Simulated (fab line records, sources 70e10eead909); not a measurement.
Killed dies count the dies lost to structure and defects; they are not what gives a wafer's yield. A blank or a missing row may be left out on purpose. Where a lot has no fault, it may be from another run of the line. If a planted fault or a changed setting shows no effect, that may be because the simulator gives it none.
Chamber matching :: flow nand_harc :: 4 sister chambers for NHARC_A_CONTACT_CMP_20 on cmp-04
The step polishes, t overpolish 30 s, target thk 300 nm. 18 wafers are shown with their chamber, then 9 later ones without.

== WAFERS WITH THEIR CHAMBER ==
wafer: L075.3
chamber: 1
motor_current_A (A): 14.1
time_to_endpoint_s (s): 60
retaining_ring_pressure_frac: 0.994

wafer: L075.4
chamber: 2
motor_current_A (A): 13.2
time_to_endpoint_s (s): 61
retaining_ring_pressure_frac: 1.011

wafer: L075.6
chamber: 2
motor_current_A (A): 12.6
time_to_endpoint_s (s): 61
retaining_ring_pressure_frac: 1.008

wafer: L074.2
chamber: 2
motor_current_A (A): 13.6
time_to_endpoint_s (s): 54
retaining_ring_pressure_frac: 1.002

wafer: L074.5
chamber: 1
motor_current_A (A): 14.2
time_to_endpoint_s (s): 56
retaining_ring_pressure_frac: 1.006

wafer: L074.6
chamber: 0
motor_current_A (A): 12.6
time_to_endpoint_s (s): 54
retaining_ring_pressure_frac: 1.005

wafer: L077.1
chamber: 3
motor_current_A (A): 12.3
time_to_endpoint_s (s): 51
retaining_ring_pressure_frac: 0.995

wafer: L077.2
chamber: 0
motor_current_A (A): 12.8
time_to_endpoint_s (s): 50
retaining_ring_pressure_frac: 1.007

wafer: L077.3
chamber: 2
motor_current_A (A): 13.2
time_to_endpoint_s (s): 52
retaining_ring_pressure_frac: 1.000

wafer: L078.1
chamber: 1
motor_current_A (A): 13.0
time_to_endpoint_s (s): 58
retaining_ring_pressure_frac: 0.994

wafer: L078.2
chamber: 0
motor_current_A (A): 12.6
time_to_endpoint_s (s): 60
retaining_ring_pressure_frac: 0.995

wafer: L078.3
chamber: 2
motor_current_A (A): 13.8
time_to_endpoint_s (s): 58
retaining_ring_pressure_frac: 0.998

wafer: L085.3
chamber: 2
motor_current_A (A): 14.0
time_to_endpoint_s (s): 60
retaining_ring_pressure_frac: 1.004

wafer: L085.5
chamber: 1
motor_current_A (A): 14.5
time_to_endpoint_s (s): 61
retaining_ring_pressure_frac: 1.000

wafer: L085.6
chamber: 2
motor_current_A (A): 13.7
time_to_endpoint_s (s): 60
retaining_ring_pressure_frac: 0.994

wafer: L089.1
chamber: 1
motor_current_A (A): 14.1
time_to_endpoint_s (s): 63
retaining_ring_pressure_frac: 0.998

wafer: L089.5
chamber: 1
motor_current_A (A): 14.2
time_to_endpoint_s (s): 61
retaining_ring_pressure_frac: 1.006

wafer: L089.6
chamber: 2
motor_current_A (A): 13.7
time_to_endpoint_s (s): 62
retaining_ring_pressure_frac: 1.000

SIGNATURES (means of the wafers above)
reading: motor_current_A
chamber 0: 12.667
chamber 1: 14.017
chamber 2: 13.475
chamber 3: 12.300
scatter within a chamber: 0.446

reading: time_to_endpoint_s
chamber 0: 54.67
chamber 1: 59.83
chamber 2: 58.50
chamber 3: 51.00
scatter within a chamber: 3.52

reading: retaining_ring_pressure_frac
chamber 0: 1.00233
chamber 1: 0.99967
chamber 2: 1.00212
chamber 3: 0.99500
scatter within a chamber: 0.0056
Rule: for each reading, subtract the chamber's mean from the wafer's reading, divide by that reading's scatter and square the result; add these up over the readings and take the root, which gives the wafer's distance from the chamber. If the next closest chamber is less than 2 further off than the closest, the wafer can't be placed; otherwise it belongs to the closest. The scatter: the root of (the sum of the squares of (reading less its chamber's mean) over the shown wafers, divided by (wafers less chambers)).

== WAFERS MISSING THEIR CHAMBER ==
wafer: L091.1
motor_current_A (A): 14.4
time_to_endpoint_s (s): 59
retaining_ring_pressure_frac: 1.006

wafer: L091.4
motor_current_A (A): 12.2
time_to_endpoint_s (s): 55
retaining_ring_pressure_frac: 1.009

wafer: L091.5
motor_current_A (A): 14.2
time_to_endpoint_s (s): 62
retaining_ring_pressure_frac: 0.999

wafer: L092.1
motor_current_A (A): 12.9
time_to_endpoint_s (s): 58
retaining_ring_pressure_frac: 0.997

wafer: L092.3
motor_current_A (A): 12.5
time_to_endpoint_s (s): 59
retaining_ring_pressure_frac: 0.993

wafer: L092.5
motor_current_A (A): 13.8
time_to_endpoint_s (s): 60
retaining_ring_pressure_frac: 1.005

wafer: L093.3
motor_current_A (A): 14.3
time_to_endpoint_s (s): 58
retaining_ring_pressure_frac: 0.992

wafer: L093.5
motor_current_A (A): 13.9
time_to_endpoint_s (s): 57
retaining_ring_pressure_frac: 0.996

wafer: L093.6
motor_current_A (A): 13.3
time_to_endpoint_s (s): 59
retaining_ring_pressure_frac: 0.991

== THE CHAMBER EACH PASSED THROUGH ==
wafer: L091.1
from the rows above: can't be placed: 1 or 2
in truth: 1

wafer: L091.4
from the rows above: can't be placed: 0 or 3 or 2
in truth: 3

wafer: L091.5
from the rows above: can't be placed: 1 or 2
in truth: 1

wafer: L092.1
from the rows above: can't be placed: 0 or 2 or 3 or 1
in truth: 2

wafer: L092.3
from the rows above: can't be placed: 0 or 3 or 2 or 1
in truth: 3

wafer: L092.5
from the rows above: can't be placed: 2 or 1
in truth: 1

wafer: L093.3
from the rows above: can't be placed: 1 or 2
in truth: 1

wafer: L093.5
from the rows above: can't be placed: 1 or 2 or 0
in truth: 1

wafer: L093.6
from the rows above: can't be placed: 2 or 1 or 0 or 3
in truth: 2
0 of 9 placed correctly. From these rows, 9 cannot be placed; in 9 the true chamber is one of the candidates. Number placed wrongly: 0.
